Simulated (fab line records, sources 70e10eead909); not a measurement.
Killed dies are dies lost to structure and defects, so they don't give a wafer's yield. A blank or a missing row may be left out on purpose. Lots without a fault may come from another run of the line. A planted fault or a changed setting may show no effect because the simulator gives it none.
fab line records | flow nand_harc
record lots=15 wafers=45 last_day=33
route steps=1302 shown A_CHANNEL_HOLE_D2@594 A_CHANNEL_FILL_D2@618
lots that met no fault: from a run of the same line without faults
start_h: hours from the record's first day to the start of the lot's first wafer shown | wait_h: hours since the lot's step before | " the same as in the row above | L1.1+2: a row that stands for several wafers | - no value, or no start given | * or withheld: withheld | < > ~ a bound
route shown NAME@n: a module of which the file shows steps, and the number in the route of the first | usual: mean/standard deviation of fault-free wafers | same: alike in all rows | chamber/n: place in a boat | sites: the reading at each site | _std_site: their standard deviation | _edge_site: outer sites' mean less inner sites' | radius_mm: how far each site lies from the wafer's centre | mask NAME#n: copy n | behind: the tool/chamber that last shaped the wafer | hold: why the lot was held/for how many hours/how that ended | device: the transistor (n, p or np) that didn't switch | end of line: the same wafers' tests at the end of the route | a step without rows: its recipe alone | killed: dies lost to structure and defects at the first sort, not the wafer's yield | map: a wafer's dies, x killed, . not, _ none there
set.NAME: the setting as run; set.NAME@STEP: as run at that earlier step | model.NAME: the simulator's own value behind a step, which no gauge read
steps of the route over a sample of lots; a table a step, a row a wafer
services: from which hour (start_h, from the record's first day; less than 0 if before it) a tool's chamber was out of use, for how many hours, and why
## steps
# step NHARC_A_CHANNEL_HOLE_D2_ETCH_22
# recipe bias_v=3000 source_w=withheld pressure_mtorr=20 time_s=666.7 ar_flow_sccm=375 c4f8_flow_sccm=89.3 o2_flow_sccm=35.7 temp_c=-20 target_depth_a=16000 chemistry=C4F8/O2/Ar
# usual drypump_motor_current_A=5.7/0.4 o2_flow_sccm=35.72/0.12 showerhead_plenum_p_Torr=3.65/0.14 throttle_valve_pct=32.155/0.0088
# columns lot.wafer tool chamber start_h wait_h drypump_motor_current_A o2_flow_sccm rf_hours_counter_h showerhead_plenum_p_Torr throttle_valve_pct
L903.1 har_etch-01 1 291.52 0.4 5.1 35.62 151 3.68 32.164
L903.4 " 0 " " 6.4 35.95 - 3.54 32.172
L903.6 " 1 " " 5.1 35.60 - 3.68 32.145
L904.4 har_etch-02 1 298.79 0.4 5.8 35.76 - 3.48 32.155
L904.3 " 0 " " 5.7 35.65 - 3.69 32.159
L904.5 " 0 " " 5.7 35.66 - 3.69 32.152
L905.3 har_etch-02 1 314.55 0.4 5.8 35.79 - 3.48 32.178
L905.5 " 1 " " 5.8 35.83 - 3.47 32.140
L905.6 " 0 " " 5.6 35.59 - 3.69 32.160
L907.3 har_etch-02 0 336.74 0.4 5.7 35.81 - 3.68 32.160
L907.4 " 1 " " 5.8 35.63 - 3.47 32.162
L907.6 " 1 " " 5.8 35.83 - 3.47 32.153
L906.2 har_etch-01 0 337.23 0.4 6.4 35.81 173 3.53 32.162
L906.4 " 0 " " 6.4 35.79 - 3.53 32.156
L906.3 " 1 " " 5.1 35.75 - 3.66 32.158
L910.2 har_etch-01 1 361.20 0.4 5.1 35.85 192 3.65 32.139
L910.4 " 1 " " 5.1 35.81 - 3.65 32.159
L910.5 " 0 " " 6.4 35.71 - 3.52 32.147
L912.1 har_etch-01 0 377.18 0.4 6.4 35.76 200 3.51 32.147
L912.4 " 1 " " 5.1 35.71 - 3.65 32.155
L912.5 " 0 " " 6.4 35.82 - 3.51 32.165
L911.4 har_etch-01 1 381.55 0.4 5.1 35.78 - 3.65 32.153
L911.3 " 0 " " 6.3 35.66 - 3.51 32.155
L911.6 " 0 " " 6.4 35.69 - 3.51 32.151
L914.1 har_etch-01 1 403.50 0.4 5.1 35.54 220 3.64 32.160
L914.3 " 0 " " 6.4 35.78 - 3.50 32.158
L914.4 " 1 " " 5.1 35.69 - 3.64 32.152
L916.1 har_etch-01 0 437.17 0.4 6.4 35.90 239 3.49 32.165
L916.2 " 1 " " 5.1 35.75 239 3.63 32.146
L916.4 " 0 " " 6.4 35.73 - 3.49 32.151
L919.1 har_etch-02 1 456.10 0.4 5.8 35.57 31 3.92 32.156
L919.3 " 1 " " 5.8 35.71 - 3.92 32.150
L919.5 " 0 " " 5.7 35.89 - 3.64 32.150
L920.1 har_etch-02 0 466.67 0.4 5.7 35.74 39 3.64 32.155
L920.3 " 0 " " 5.7 35.67 - 3.64 32.147
L920.6 " 0 " " 5.7 35.62 - 3.64 32.152
L921.2 har_etch-02 0 476.82 0.4 5.6 35.65 47 3.64 32.158
L921.1 " 1 " " 5.8 35.67 47 3.91 32.154
L921.3 " 0 " " 5.6 35.66 - 3.64 32.153
L925.4 har_etch-02 1 507.08 0.4 5.8 35.61 - 3.90 32.152
L925.3 " 0 " " 5.7 35.66 - 3.63 32.151
L925.5 " 1 " " 5.8 35.74 - 3.90 32.155
L926.1 har_etch-02 0 537.75 0.4 5.7 35.72 82 3.62 32.154
L926.4 " 1 " " 5.8 35.56 - 3.89 32.156
L926.5 " 1 " " 5.8 35.73 - 3.89 32.169
# step NHARC_A_CHANNEL_HOLE_D2_ETCH_44
# recipe target_depth_a=1400 overetch_a=140 time_s=77 ion_energy_ev=100 cf4_flow_sccm=80 o2_flow_sccm=20 ar_flow_sccm=0 rf_w=300 bias_w=100 chemistry=CF4/O2
# usual bias_w=100.02/0.3 drypump_motor_current_A=5.8/0.41 o2_flow_sccm=20.00/0.065 oes_product_au=0.997/0.0068 rf_vpp_V=197.0/0.89 showerhead_plenum_p_Torr=1.30/0.034 throttle_valve_pct=13.398/0.01
# columns lot.wafer tool chamber start_h wait_h bias_w drypump_motor_current_A o2_flow_sccm oes_product_au rf_hours_counter_h rf_vpp_V showerhead_plenum_p_Torr throttle_valve_pct
L903.1 rie_diel-04 0 295.38 0.1 99.91 5.9 19.90 1.003 6 197.4 1.27 13.412
L903.4 " 3 " " 99.77 5.5 19.98 1.000 7 197.4 1.28 13.397
L903.6 " 0 " " 99.95 6.0 19.99 0.996 - 196.0 1.27 13.394
L904.3 rie_diel-04 3 302.47 0.1 100.52 5.5 19.94 0.992 7 195.5 1.28 13.418
L904.5 " 3 " " 100.11 5.5 20.00 1.000 - 197.2 1.28 13.404
L904.4 " 0 " " 100.25 5.9 19.94 0.981 - 196.7 1.27 13.403
L905.3 rie_diel-03 0 318.24 0.1 100.11 6.0 19.95 0.998 2 197.6 1.32 13.415
L905.5 " 1 " " 100.26 6.7 20.07 0.991 - 197.4 1.34 13.414
L905.6 " 2 " " 99.96 5.7 20.01 0.993 - 196.1 1.26 13.380
L907.4 rie_diel-04 2 340.45 0.1 99.55 5.8 20.14 0.997 8 195.4 1.29 13.408
L907.3 " 3 " " 99.90 5.4 20.04 1.009 9 196.5 1.28 13.414
L907.6 " 1 " " 99.98 5.7 20.07 1.008 - 196.7 1.29 13.407
L906.4 rie_diel-03 0 341.11 0.1 100.50 6.0 20.07 0.991 3 198.2 1.32 13.377
L906.3 " 2 " " 99.97 5.7 20.03 0.993 3 197.1 1.26 13.403
L906.2 " 3 " " 100.00 6.0 20.01 0.988 3 196.4 1.25 13.391
L910.2 rie_diel-04 2 364.98 0.1 99.55 5.8 19.89 1.005 0 196.7 1.29 13.412
L910.4 " 3 " " 99.60 5.5 19.88 1.002 0 196.0 1.28 13.403
L910.5 " 1 " " 100.31 5.7 20.03 0.994 - 197.3 1.30 13.391
L912.4 rie_diel-04 2 381.06 0.1 100.23 5.8 20.05 0.994 1 198.0 1.29 13.405
L912.1 " 0 " " 99.91 5.9 19.95 1.001 1 196.3 1.27 13.392
L912.5 " 3 " " 99.88 5.5 20.12 0.996 - 196.1 1.28 13.397
L911.4 rie_diel-04 0 385.23 0.1 100.09 6.0 20.10 0.990 1 197.2 1.27 13.385
L911.3 " 2 " " 99.64 5.7 19.99 0.995 1 195.7 1.29 13.399
L911.6 " 1 " " 100.58 5.8 20.06 0.988 - 198.1 1.30 13.404
L914.3 rie_diel-03 3 407.27 0.1 99.99 6.0 19.88 0.993 5 196.2 1.25 13.401
L914.1 " 0 " " 99.68 6.0 20.02 1.000 5 197.5 1.32 13.399
L914.4 " 1 " " 100.12 6.7 19.97 1.004 5 198.2 1.33 13.393
L916.2 rie_diel-12 0 441.02 0.0 100.28 4.8 19.94 1.001 10 197.1 1.32 13.398
L916.4 " 2 " " 99.67 6.5 19.97 0.996 12 199.6 1.41 13.411
L916.1 " 3 " " 99.59 5.9 20.02 0.992 10 196.0 1.33 13.403
L919.1 rie_diel-04 3 459.96 0.0 99.89 5.4 19.97 1.001 6 197.3 1.28 13.411
L919.3 " 2 " " 99.91 5.8 20.02 0.999 6 197.6 1.29 13.371
L919.5 " 3 " " 100.38 5.4 20.02 0.990 - 197.0 1.28 13.387
L920.3 rie_diel-04 2 470.54 0.1 100.52 5.8 20.05 0.996 7 196.5 1.29 13.393
L920.1 " 1 " " 99.82 5.7 19.95 0.991 7 197.6 1.29 13.414
L920.6 " 2 " " 100.11 5.8 19.87 0.997 - 197.5 1.29 13.386
L921.1 rie_diel-12 0 480.69 0.1 99.68 4.8 20.08 0.996 2 195.5 1.32 13.405
L921.3 " 1 " " 99.77 6.2 20.04 0.999 2 198.9 1.36 13.394
L921.2 " 3 " " 99.84 5.9 20.02 0.999 2 197.5 1.33 13.401
L925.4 rie_diel-12 3 510.78 0.1 100.39 5.9 19.92 0.990 4 197.4 1.33 13.393
L925.3 " 0 " " 99.99 4.7 20.03 0.992 3 197.8 1.32 13.400
L925.5 " 3 " " 100.18 5.9 20.00 1.004 - 197.2 1.33 13.404
L926.1 rie_diel-04 3 541.52 0.1 99.45 5.5 19.99 1.004 0 195.9 1.28 13.407
L926.4 " 0 " " 99.60 5.9 20.04 0.999 0 196.0 1.27 13.408
L926.5 " 2 " " 100.27 5.7 20.01 1.006 - 198.5 1.29 13.375
# step NHARC_A_CHANNEL_FILL_D2_CVD_18
# recipe target_thk_a=30 temp_c=550 material=poly-Si
# usual spike_tc_bottom_C=570.5/1.1 spike_tc_centre_C=550.4/1.3
# columns lot.wafer tool chamber start_h wait_h spike_tc_bottom_C spike_tc_centre_C
L903.1 lpcvd_poly-02 0 324.02 - 569.1 552.3
L903.4 " 0 " " 570.7 551.5
L903.6 " 0 " " 570.8 550.3
L904.3 lpcvd_poly-03 0 329.25 - 570.5 551.6
L904.4 " 0 " " 571.9 550.8
L904.5 " 0 " " 571.3 549.6
L905.3 lpcvd_poly-03 0 341.47 - 571.8 550.9
L905.5 " 0 " " 572.8 551.4
L905.6 " 0 " " 570.3 551.0
L906.2 lpcvd_poly-03 0 363.56 - 571.8 552.0
L906.3 " 0 " " 570.4 552.1
L906.4 " 0 " " 570.2 550.5
L907.3 lpcvd_poly-03 0 363.56 - 571.0 549.9
L907.4 " 0 " " 572.5 550.0
L907.6 " 0 " " 572.2 550.1
L910.2 lpcvd_poly-02 0 388.63 - 570.0 551.4
L910.4 " 0 " " 570.9 551.3
L910.5 " 0 " " 570.1 551.0
L912.1 lpcvd_poly-04 0 403.89 - 569.7 549.2
L912.4 " 0 " " 570.3 549.0
L912.5 " 0 " " 569.6 548.7
L911.3 lpcvd_poly-02 0 410.50 - 570.2 550.8
L911.4 " 0 " " 570.8 552.3
L911.6 " 0 " " 572.3 552.0
L914.1 lpcvd_poly-02 0 433.05 - 572.0 551.3
L914.3 " 0 " " 571.1 550.5
L914.4 " 0 " " 572.1 551.0
L916.1 lpcvd_poly-02 0 464.40 - 570.4 550.2
L916.2 " 0 " " 569.8 550.3
L916.4 " 0 " " 572.4 552.7
L919.1 lpcvd_poly-04 - 483.33 - - -
L919.3 " - " " - -
L919.5 " - " " - -
L920.1 lpcvd_poly-03 - 498.44 - - -
L920.3 " - " " - -
L920.6 " - " " - -
L921.1 lpcvd_poly-04 - 506.51 - - -
L921.2 " - " " - -
L921.3 " - " " - -
L925.3 lpcvd_poly-04 0 534.53 - 570.9 548.9
L925.4 " 0 " " 570.2 549.9
L925.5 " 0 " " 570.2 547.3
L926.1 lpcvd_poly-02 0 564.71 - 570.3 550.7
L926.4 " 0 " " 569.7 550.9
L926.5 " 0 " " 570.6 550.9
# step NHARC_A_CHANNEL_FILL_D2_STRIP_29
# recipe time_s=20 o2_flow_sccm=500 ar_flow_sccm=0 bias_w=0 chemistry=O2
# usual drypump_motor_current_A=5.9/0.56 o2_flow_sccm=499.8/1.7 oes_product_au=1.000/0.0083 rf_vpp_V=57.8/0.94 showerhead_plenum_p_Torr=3.53/0.15 throttle_valve_pct=17.037/0.0084
# same bias_w=0
# columns lot.wafer tool chamber start_h wait_h drypump_motor_current_A o2_flow_sccm oes_product_au rf_hours_counter_h rf_vpp_V showerhead_plenum_p_Torr throttle_valve_pct
L903.1 rie_diel-02 0 - - 6.0 500.0 0.989 3 56.4 3.61 17.044
L903.4 " 2 " " 5.2 499.2 1.001 3 57.3 3.41 17.033
L903.6 " 1 " " 6.8 499.2 1.002 - 58.0 3.70 17.028
L904.4 rie_diel-10 1 - - 5.0 498.6 1.009 2 58.6 3.75 17.045
L904.3 " 3 " " 6.7 499.7 0.988 3 56.3 3.38 17.032
L904.5 " 0 " " 6.2 500.5 1.022 - 57.9 3.48 17.038
L905.3 rie_diel-13 2 - - 6.0 501.7 0.999 0 57.1 3.65 17.025
L905.6 " 3 " " 5.4 498.9 0.999 - 57.1 3.54 17.035
L905.5 " 0 " " 5.7 500.6 0.994 - 58.7 3.50 17.049
L907.4 rie_diel-02 2 - - 5.2 499.4 1.015 4 56.8 3.41 17.040
L907.3 " 3 " " 5.6 499.9 0.992 3 58.0 3.34 17.024
L907.6 " 1 " " 6.8 498.2 0.999 - 57.0 3.70 17.035
L906.2 rie_diel-13 1 - - 5.4 501.4 1.005 3 58.0 3.45 17.033
L906.4 " 2 " " 6.1 498.7 0.999 2 56.8 3.64 17.019
L906.3 " 0 " " 5.7 501.0 0.992 3 58.8 3.50 17.043
L910.2 rie_diel-10 2 408.58 0.2 6.2 498.5 0.996 4 59.4 3.79 17.034
L910.5 " 0 " " 6.2 498.4 1.011 - 56.5 3.48 17.046
L910.4 " 2 " " 6.2 497.5 0.989 - 59.0 3.79 17.038
L912.4 rie_diel-02 0 - - 6.0 500.8 1.007 1 57.7 3.61 17.028
L912.1 " 1 " " 6.7 499.2 1.007 1 59.3 3.70 17.039
L912.5 " 3 " " 5.6 499.5 1.009 - 56.1 3.34 17.032
L911.4 rie_diel-02 1 - - 6.8 496.3 0.998 1 59.1 3.70 17.035
L911.3 " 2 " " 5.2 504.0 1.002 1 57.7 3.41 17.032
L911.6 " 1 " " 6.8 497.0 0.999 - 58.3 3.70 17.030
L914.4 rie_diel-02 3 - - 5.6 499.9 1.002 2 57.9 3.34 17.042
L914.3 " 1 " " 6.8 497.3 1.001 2 58.0 3.70 17.040
L914.1 " 2 " " 5.2 496.9 1.001 2 57.8 3.41 17.045
L916.1 rie_diel-02 3 484.28 0.1 5.6 500.2 0.990 3 56.7 3.34 17.038
L916.2 " 2 " " 5.2 499.7 1.001 2 57.4 3.41 17.056
L916.4 " 0 " " 6.0 498.4 1.007 - 56.9 3.61 17.034
L919.3 rie_diel-10 2 - - 6.2 498.6 0.999 2 57.6 3.79 17.040
L919.1 " 3 " " 6.7 500.3 0.997 2 57.1 3.38 17.043
L919.5 " 0 " " 6.2 501.4 1.000 - 59.1 3.48 17.043
L920.3 rie_diel-10 0 - - 6.3 498.4 1.009 3 57.5 3.48 17.038
L920.1 " 2 " " 6.2 497.2 1.001 2 59.1 3.79 17.022
L920.6 " 0 " " 6.2 497.4 1.012 - 57.1 3.48 17.044
L921.3 rie_diel-10 3 - - 6.7 499.0 0.998 3 57.7 3.38 17.028
L921.1 " 1 " " 5.0 502.0 1.007 2 57.9 3.74 17.032
L921.2 " 2 " " 6.2 500.8 0.988 2 59.4 3.79 17.019
L925.4 rie_diel-02 3 - - 5.5 500.7 0.995 5 56.7 3.34 17.023
L925.3 " 1 " " 6.9 498.2 1.002 5 56.6 3.70 17.028
L925.5 " 2 " " 5.3 499.5 0.986 - 57.8 3.41 17.042
L926.1 rie_diel-13 2 - - 6.0 502.0 0.987 9 56.7 3.63 17.028
L926.4 " 3 " " 5.4 500.6 1.007 10 57.5 3.53 17.034
L926.5 " 0 " " 5.7 501.3 1.006 - 57.9 3.48 17.045
## services
# columns tool chamber start_h hours kind
rie_diel-02 2 271.02 8.7 repair
rie_diel-02 - 283.87 1.1 repair
rie_diel-04 2 301.21 8.1 repair
rie_diel-10 - 304.11 0.2 repair
rie_diel-02 1 305.71 5.7 repair
rie_diel-10 1 326.78 2.7 repair
rie_diel-10 3 350.36 4.9 repair
rie_diel-04 - 354.90 9.0 pm
har_etch-01 - 357.29 2.0 repair
rie_diel-02 0 361.51 8.9 repair
rie_diel-04 0 369.04 4.1 repair
har_etch-02 - 377.75 17.0 pm
lpcvd_poly-03 - 388.19 26.0 pm
rie_diel-02 - 393.70 9.0 pm
rie_diel-04 3 402.90 2.8 repair
rie_diel-10 1 405.96 14.8 repair
rie_diel-10 - 421.02 9.0 pm
rie_diel-02 2 460.26 5.7 repair
rie_diel-02 1 481.16 4.5 repair
rie_diel-02 1 486.66 5.5 repair
rie_diel-04 1 530.65 3.1 repair
rie_diel-04 - 531.90 9.0 pm
rie_diel-04 3 561.24 5.2 repair
rie_diel-02 - 570.70 9.0 pm
## key
first_sign step=NHARC_A_CHANNEL_FILL_D2_CVD_18 reading=tool_record direction=missing
effect none on later readings
met_at NHARC_A_CHANNEL_FILL_D2_CVD_18
struck_lots L919,L920,L921
later_rows_left_out L919.1,L919.3,L919.5,L920.1,L920.3,L920.6,L921.1,L921.2,L921.3
sort_left_out L919.1,L919.3,L919.5,L920.1,L920.3,L920.6,L921.1,L921.2,L921.3
tester_left_out L919,L920,L921
not_acting_at NHARC_A_CHANNEL_HOLE_D2_ETCH_22,NHARC_A_CHANNEL_HOLE_D2_ETCH_44,NHARC_A_CHANNEL_FILL_D2_STRIP_29
onset_between 403.89 483.33
fault kind=skipped_step_whole tool=lpcvd_poly-03,lpcvd_poly-04 chamber=- onset_h=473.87 steps=NHARC_A_CHANNEL_FILL_D2_CVD_18 scope=struck_lots_only
# tester_left_out: of these lots the tester's yield and bins aren't shown, on N5 and GAA mostly nor the transistor test; their killed dies are dies lost to structure and defects alone, not to doping, threshold or leakage, so they don't give the yield
# sort_left_out: the simulated sort isn't trusted on such a fault, so these wafers' sort isn't shown, and their yield isn't known
# later_rows_left_out: the simulator's readings of these wafers behind a module that went badly wrong aren't trusted and aren't shown, but for the sort
